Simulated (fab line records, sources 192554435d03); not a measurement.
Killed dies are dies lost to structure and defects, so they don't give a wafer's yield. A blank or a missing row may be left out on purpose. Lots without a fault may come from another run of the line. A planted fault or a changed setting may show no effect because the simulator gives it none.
Split-lot experiment | flow n5_finfet | 7 lots, 21 wafers read, on a route of 1938 steps

THE SPLIT
At N5_BEOL_M4_DESCUM_33 (chemistry O2, time 7 s), the setting time_s was moved away from the recipe's 7 s on 13 of the 21 wafers read, by -18.1% to +19.7%. The other wafers ran this setting at the recipe's value.

FROM THE SPLIT TO THE READING: what the file shows between them, 3 steps
- N5_BEOL_M4_ETCH_77: etches underlayer in N2/H2, target depth 6.5 nm, time 5.2 s
- N5_BEOL_M4_ETCH_69: etches SiARC in CF4, target depth 15.6 nm, time 26 s
- N5_BEOL_M4_ALD_98: deposits SiO2, target thk 2.5 nm, pulse time 1 s, co reactant pulse time 1 s

THE READING
CAR-EUV_of_BEOL_M4_COAT_22.thk_nm (the simulator's own value, which no gauge read), in nm, at N5_BEOL_M4_ETCHBACK_99 (etches SiO2 in CHF3, target depth 5 nm, time 10.4 s). The file gives no usual value for it. The 8 wafers here that ran the recipe average 10.4 nm, standard deviation 0.066 nm.

wafer  | tool, chamber at the split | time_s as run, s | against the recipe | CAR-EUV_of_BEOL_M4_COAT_22.thk_nm, nm | against lot-mates on the recipe
L074.2 | rie_diel-02, 3             | 7                | recipe             | 10.4                                  | -
L074.4 | rie_diel-02, 0,1           | 6.54             | -6.6%              | 10.6                                  | +0.2
L074.5 | rie_diel-02, 0,1           | 6.54             | -6.6%              | 10.6                                  | +0.2
L076.1 | rie_diel-01, 2,1,2         | 5.73             | -18.1%             | 11                                    | no lot-mate on the recipe
L076.2 | rie_diel-01, 2,1,2         | 5.73             | -18.1%             | 11                                    | no lot-mate on the recipe
L076.6 | rie_diel-01, 2,1,2         | 5.73             | -18.1%             | 10.8                                  | no lot-mate on the recipe
L077.2 | rie_diel-03, 3             | 8.38             | +19.7%             | 9.8                                   | -0.6
L077.6 | rie_diel-03, 3             | 8.38             | +19.7%             | 9.8                                   | -0.6
L077.4 | rie_diel-03, 0             | 7                | recipe             | 10.4                                  | -
L082.2 | rie_diel-01, 1             | 7                | recipe             | 10.6                                  | -
L082.3 | rie_diel-01, 0,3           | 6.151            | -12.1%             | 11                                    | +0.4
L082.4 | rie_diel-01, 0,3           | 6.151            | -12.1%             | 11                                    | +0.4
L083.1 | rie_diel-03, 2,1           | 7.922            | +13.2%             | 10                                    | -0.4
L083.4 | rie_diel-03, 2,1           | 7.922            | +13.2%             | 10                                    | -0.4
L083.3 | rie_diel-03, 1             | 7                | recipe             | 10.4                                  | -
L090.1 | rie_diel-03, 3,1           | 6.434            | -8.1%              | 10.8                                  | +0.4
L090.2 | rie_diel-03, 0             | 7                | recipe             | 10.4                                  | -
L090.6 | rie_diel-03, 3,1           | 6.434            | -8.1%              | 10.6                                  | +0.2
L095.1 | rie_diel-03, 3,0,1         | 7                | recipe             | 10.4                                  | -
L095.4 | rie_diel-03, 3,0,1         | 7                | recipe             | 10.4                                  | -
L095.6 | rie_diel-03, 3,0,1         | 7                | recipe             | 10.4                                  | -
Where a row lists several chambers, the file gives one row for several wafers and doesn't say which wafer went through which chamber.

THE FIT
A straight line over all 21 wafers: CAR-EUV_of_BEOL_M4_COAT_22.thk_nm changes by -0.032 nm for each +1% of time_s; r = -0.97; the points scatter about the line by 0.094 nm.
The same after taking each lot's own level away (the mean of its wafers on the recipe; 18 wafers): -0.0315 nm for each +1%; r = -0.99; scatter 0.039 nm.
On that fit, the largest move of time_s shifts the reading by 0.62 nm.
The lots' own levels span 10.40 to 10.60 nm, that is 3.0 times the standard deviation above.
So the lot-to-lot level changes the slope little: the two slopes agree.
Check: with one of the wafers moved furthest among these (+19.7%) left out of the fit, the line predicts -0.615 nm for it against its lot-mates. It came out at -0.6 nm against them.

OTHER SPLITS ON THESE WAFERS
These wafers also went through other splits before the reading. Each is held against what the fit with the lots' levels taken away leaves over:
other split on the same wafers    | wafers away from the commonest value | r with CAR-EUV_of_BEOL_M4_COAT_22.thk_nm (lot level and that fit taken away)
N5_BEOL_M2_HM_DEP_02 target_thk_a | 6                                    | +0.06
N5_BEOL_M4_COAT_67 spin_rpm       | 6                                    | -0.05

THE WHOLE CHAIN: every reading that the file lists as answering this split, in the file's order
step                   | what it does                                                | reading                                                                            | change (the file's fit)                | r (the file's)
N5_BEOL_M4_DESCUM_33   | chemistry O2, time 7 s                                      | CAR-EUV_of_BEOL_M4_COAT_22.thk_nm (the simulator's own value, which no gauge read) | -0.0348 nm for each +1% of the setting | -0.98
N5_BEOL_M4_ETCH_77     | etches underlayer in N2/H2, target depth 6.5 nm, time 5.2 s | CAR-EUV_of_BEOL_M4_COAT_22.thk_nm (the simulator's own value, which no gauge read) | -0.0284 nm for each +1% of the setting | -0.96
N5_BEOL_M4_ETCH_69     | etches SiARC in CF4, target depth 15.6 nm, time 26 s        | CAR-EUV_of_BEOL_M4_COAT_22.thk_nm (the simulator's own value, which no gauge read) | -0.0338 nm for each +1% of the setting | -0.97
N5_BEOL_M4_ETCHBACK_99 | etches SiO2 in CHF3, target depth 5 nm, time 10.4 s         | CAR-EUV_of_BEOL_M4_COAT_22.thk_nm (the simulator's own value, which no gauge read) | -0.0314 nm for each +1% of the setting | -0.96

THE FILE'S OWN FIT
CAR-EUV_of_BEOL_M4_COAT_22.thk_nm changes by -0.0314 nm for each +1% of time_s, r = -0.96.
